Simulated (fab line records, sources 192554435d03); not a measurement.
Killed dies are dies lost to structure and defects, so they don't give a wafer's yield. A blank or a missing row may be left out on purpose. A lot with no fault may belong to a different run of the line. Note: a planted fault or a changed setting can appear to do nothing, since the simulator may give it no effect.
fab line records    flow n5_finfet    part 2 of 2: steps 20 to 24 of 24
record lots=5  wafers=15  last_day=18
route steps=1938 shown BEOL_M2@868
lots that met no fault: from a run of the same line without faults
start_h: hours from the record's first day to the start of the lot's first wafer shown    wait_h: hours from the lot's prior step to this one    " unchanged from the row above    L1.1+2: several wafers, shown together as one row    - either no value or no given start    * or withheld: withheld    < > ~ a bound
route shown NAME@n: NAME is a module with steps in the file, n the number in the route of the first one    usual: mean and standard deviation over wafers with no fault    same: alike in all rows    chamber/n: place in a boat    sites: the reading at each site    _std_site: standard deviation across them    _edge_site: outer sites' mean less inner sites'    radius_mm: for every site, how far away it sits from the centre of the wafer    mask NAME#n: copy n    behind: tool/chamber where the wafer was last shaped    hold: why the lot was held/for how many hours/how that ended    device: the transistor (n, p or np) that didn't switch    end of line: the route-end tests of the same wafers    step lacking rows: just its recipe    killed: dies lost to structure and defects at the first sort, not the wafer's yield    map: per-die view of a wafer (x killed, . not killed, _ where there is no die)
set.NAME: setting as actually run; set.NAME@STEP: the setting as run at that earlier step    model.NAME: the simulator's own value behind a step, which no gauge read
certain route steps with their lots: each step a table, each wafer a row
services: a tool's chamber out of use, with start hour (start_h, from the record's first day; less than 0 if before it), hours out, and reason
## steps
# step N5_BEOL_M2_VIA_ETCH_34
# recipe chemistry=C4F6/O2  target_depth_a=694  mask_material=SOC  pressure_mtorr=15  ion_energy_ev=250  taper_deg=4  time_s=65.9  source_w=350  bias_w=170  Ar_flow_sccm=300  C4F6_flow_sccm=10  O2_flow_sccm=10
# usual drypump_motor_current_A=5.8/0.41  oes_f_703_au=0.78/0.1  oes_product_au=0.78/0.11  rf_fwd_power_W=346.8/1.2  rf_vpp_V=665/13  showerhead_plenum_p_Torr=2.85/0.1  throttle_valve_pct=30.7/0.31
lot.wafer  tool         chamber  start_h  wait_h  drypump_motor_current_A  oes_f_703_au  oes_product_au  rf_fwd_power_W  rf_hours_counter_h  rf_vpp_V  showerhead_plenum_p_Torr  throttle_valve_pct
L074.4     rie_diel-05  3        136.71   0.0     6.1                      0.75          0.73            348.9           195                 642       2.69                      30.4
L074.5     "            3        "        "       6.1                      0.75          0.73            347.5           -                   641       2.69                      30.4
L074.6     "            0        "        "       6.1                      0.72          0.70            346.2           -                   643       2.70                      30.6
L077.3     rie_diel-01  1        150.28   0.0     6.1                      0.89          0.93            344.9           26                  684       2.91                      30.6
L077.4     "            1        "        "       6.1                      0.90          0.93            344.1           -                   685       2.91                      30.6
L077.6     "            2        "        "       5.5                      0.88          0.91            347.5           -                   680       2.88                      30.5
L083.2     rie_diel-01  0        190.29   0.0     5.2                      0.76          0.78            347.7           105                 676       2.96                      30.7
L083.3     "            1        "        "       6.1                      0.87          0.88            345.9           43                  683       2.90                      30.6
L083.5     "            0        "        "       5.2                      0.76          0.78            347.9           -                   675       2.96                      30.7
L092.3     rie_diel-05  2        243.19   0.0     6.1                      0.72          0.71            345.6           200                 679       2.93                      31.0
L092.4     "            3        "        "       6.1                      0.72          0.70            345.7           -                   642       2.68                      30.4
L092.5     "            2        "        "       6.1                      0.71          0.72            345.6           -                   680       2.93                      31.0
L094.2     rie_diel-05  3        279.17   0.0     6.2                      0.72          0.70            347.7           243                 642       2.67                      30.4
L094.3     "            2        "        "       6.1                      0.71          0.70            346.3           214                 681       2.92                      31.0
L094.6     "            1        "        "       5.5                      0.91          0.94            346.9           -                   652       2.78                      30.5
# step N5_BEOL_M2_STRIP_83
# recipe chemistry=C4F6/O2  resist=SiARC  rf_frequency_hz=6e+07
lot.wafer   tool         chamber  start_h  wait_h
L074.4+5+6  rie_diel-05  3,3,0    136.76   0.0
L077.3+4+6  rie_diel-01  1,1,2    150.33   0.0
L083.2+3+5  rie_diel-01  0,1,0    190.34   0.0
L092.3+4+5  rie_diel-05  2,3,2    243.24   0.0
L094.2+3+6  rie_diel-05  3,2,1    279.22   0.0
# step N5_BEOL_M2_STRIP_36
# recipe chemistry=N2/H2  power_w=450  temp_c=40  pressure_mtorr=20  rf_frequency_hz=6e+07  overash_fraction=0.3  bias_power_w=7  h2_frac=0.5  n2_flow_sccm=200  h2_flow_sccm=200
# usual drypump_motor_current_A=5.8/0.41  oes_product_au=0.79/0.11  power_w=450.2/1.3  rf_vpp_V=59.1/1.5  showerhead_plenum_p_Torr=2.55/0.099  throttle_valve_pct=23.57/0.22
lot.wafer  tool         chamber  start_h  wait_h  drypump_motor_current_A  oes_product_au  power_w  rf_hours_counter_h  rf_vpp_V  showerhead_plenum_p_Torr  throttle_valve_pct
L074.4     rie_diel-05  3        136.77   0.0     6.1                      0.74            450.8    195                 58.7      2.41                      23.39
L074.5     "            3        "        "       6.1                      0.73            450.3    -                   59.8      2.41                      23.41
L074.6     "            0        "        "       6.1                      0.68            452.2    -                   59.7      2.40                      23.53
L077.3     rie_diel-01  1        150.34   0.0     6.1                      0.91            449.8    26                  60.1      2.59                      23.39
L077.4     "            1        "        "       6.1                      0.91            448.0    -                   60.5      2.59                      23.39
L077.6     "            2        "        "       5.6                      0.90            450.7    -                   59.6      2.59                      23.50
L083.2     rie_diel-01  0        190.35   0.0     5.2                      0.79            451.7    105                 61.4      2.66                      23.53
L083.3     "            1        "        "       6.1                      0.87            449.6    43                  59.2      2.59                      23.40
L083.5     "            0        "        "       5.2                      0.80            449.7    -                   59.3      2.66                      23.51
L092.3     rie_diel-05  2        243.25   0.0     6.2                      0.71            449.8    200                 59.3      2.62                      23.82
L092.4     "            3        "        "       6.1                      0.70            451.0    -                   56.6      2.39                      23.44
L092.5     "            2        "        "       6.1                      0.72            450.3    -                   60.0      2.62                      23.79
L094.2     rie_diel-05  3        279.23   0.0     6.1                      0.70            449.8    243                 60.5      2.39                      23.49
L094.3     "            2        "        "       6.2                      0.71            452.1    214                 59.5      2.62                      23.80
L094.6     "            1        "        "       5.5                      0.95            451.0    -                   61.9      2.47                      23.20
# step N5_BEOL_M2_TRENCH_ETCH_37
# recipe chemistry=C4F6/O2  target_depth_a=555.55  target=SiOC  time_s=29.2  ion_energy_ev=250  pressure_mtorr=30  source_w=355  bias_w=185  Ar_flow_sccm=300  C4F6_flow_sccm=10  O2_flow_sccm=10
# usual drypump_motor_current_A=5.8/0.41  oes_f_703_au=0.78/0.1  oes_product_au=0.78/0.11  rf_fwd_power_W=349.6/1.5  rf_vpp_V=665/13  showerhead_plenum_p_Torr=2.86/0.1  throttle_valve_pct=20.85/0.26
lot.wafer  tool         chamber  start_h  wait_h  drypump_motor_current_A  oes_f_703_au  oes_product_au  rf_fwd_power_W  rf_hours_counter_h  rf_vpp_V  showerhead_plenum_p_Torr  throttle_valve_pct
L074.4     rie_diel-05  3        -        -       6.1                      0.74          0.73            351.6           195                 642       2.70                      20.70
L074.5     "            3        "        "       6.1                      0.75          0.72            350.5           -                   642       2.70                      20.72
L074.6     "            0        "        "       6.1                      0.72          0.70            348.9           -                   644       2.70                      20.77
L077.3     rie_diel-01  1        -        -       6.1                      0.90          0.91            346.5           26                  684       2.91                      20.66
L077.4     "            1        "        "       6.1                      0.90          0.93            347.5           -                   683       2.91                      20.65
L077.6     "            2        "        "       5.5                      0.87          0.91            351.3           -                   683       2.89                      20.60
L083.2     rie_diel-01  0        -        -       5.2                      0.76          0.78            349.2           105                 676       2.97                      20.78
L083.3     "            1        "        "       6.1                      0.87          0.89            347.4           43                  684       2.91                      20.68
L083.5     "            0        "        "       5.2                      0.76          0.79            350.7           -                   675       2.97                      20.78
L092.3     rie_diel-05  2        -        -       6.1                      0.72          0.72            347.4           200                 680       2.94                      21.11
L092.4     "            3        "        "       6.1                      0.72          0.70            351.2           -                   640       2.68                      20.75
L092.5     "            2        "        "       6.1                      0.72          0.71            347.8           -                   680       2.94                      21.12
L094.2     rie_diel-05  3        -        -       6.1                      0.71          0.69            350.3           243                 642       2.68                      20.77
L094.3     "            2        "        "       6.1                      0.71          0.70            347.6           215                 680       2.93                      21.12
L094.6     "            1        "        "       5.5                      0.90          0.93            350.3           -                   650       2.78                      20.62
# step N5_BEOL_M2_ETCH_41
# recipe chemistry=CH3F/O2  target=SiCN  target_depth_a=299  taper_deg=2  time_s=52.5  ion_energy_ev=120  mask_material=TiN  pressure_mtorr=30  source_w=395  bias_w=75  Ar_flow_sccm=150  CH3F_flow_sccm=30  O2_flow_sccm=20
# usual drypump_motor_current_A=5.8/0.41  oes_product_au=0.78/0.11  rf_fwd_power_W=390.6/1.5  rf_vpp_V=297.4/1.7  showerhead_plenum_p_Torr=2.01/0.076  throttle_valve_pct=16.33/0.27
lot.wafer  tool         chamber  start_h  wait_h  drypump_motor_current_A  oes_product_au  rf_fwd_power_W  rf_hours_counter_h  rf_vpp_V  showerhead_plenum_p_Torr  throttle_valve_pct
L074.4     rie_diel-05  3        -        -       6.1                      0.72            389.3           195                 296.0     1.89                      16.28
L074.5     "            3        "        "       6.1                      0.72            389.2           -                   296.1     1.89                      16.29
L074.6     "            0        "        "       6.1                      0.70            391.0           -                   295.1     1.90                      16.30
L077.3     rie_diel-01  1        -        -       6.1                      0.92            390.6           26                  297.1     2.05                      16.06
L077.4     "            1        "        "       6.1                      0.92            391.3           -                   298.0     2.05                      16.03
L077.6     "            2        "        "       5.5                      0.91            392.9           -                   298.3     2.03                      16.07
L083.2     rie_diel-01  0        -        -       5.2                      0.79            391.4           105                 299.2     2.09                      16.25
L083.3     "            1        "        "       6.1                      0.88            387.7           43                  298.7     2.04                      16.08
L083.5     "            0        "        "       5.1                      0.78            389.1           -                   299.5     2.09                      16.24
L092.3     rie_diel-05  2        -        -       6.1                      0.71            388.9           200                 298.1     2.07                      16.60
L092.4     "            3        "        "       6.1                      0.70            391.8           -                   293.5     1.88                      16.34
L092.5     "            2        "        "       6.2                      0.70            386.0           -                   298.8     2.07                      16.60
L094.2     rie_diel-05  3        -        -       6.1                      0.69            389.8           243                 296.1     1.88                      16.36
L094.3     "            2        "        "       6.1                      0.71            389.5           215                 300.1     2.06                      16.65
L094.6     "            1        "        "       5.5                      0.94            391.0           -                   296.4     1.95                      16.05
## services
tool            chamber  start_h  hours  kind
euv_scanner-02  -        112.75   0.2    repair
euv_scanner-02  -        114.87   4.6    pm
euv_scanner-01  -        118.59   1.9    repair
euv_scanner-02  -        129.40   1.0    pm
euv_scanner-01  -        135.83   4.6    pm
ald_sin-02      0        138.03   2.0    repair
rie_diel-05     0        175.21   1.2    repair
euv_scanner-01  -        176.18   1.0    pm
euv_scanner-02  -        185.55   1.0    pm
ald_sin-04      2        212.32   4.2    repair
rie_diel-01     -        216.73   1.2    repair
euv_scanner-01  -        218.91   0.8    repair
ald_sin-02      2        224.19   2.0    repair
ald_sin-02      3        225.22   17.1   repair
euv_scanner-01  -        232.33   1.0    pm
rie_diel-05     1        237.91   6.5    repair
euv_scanner-02  -        241.10   12.0   pm
euv_scanner-01  -        252.45   0.2    repair
euv_scanner-02  -        253.10   1.0    pm
ald_sin-01      3        254.58   2.8    repair
rie_diel-03     0        258.93   7.9    repair
ald_sin-04      0        261.16   5.3    repair
rie_diel-03     1        266.71   8.6    repair
ald_sin-01      -        268.25   14.0   pm
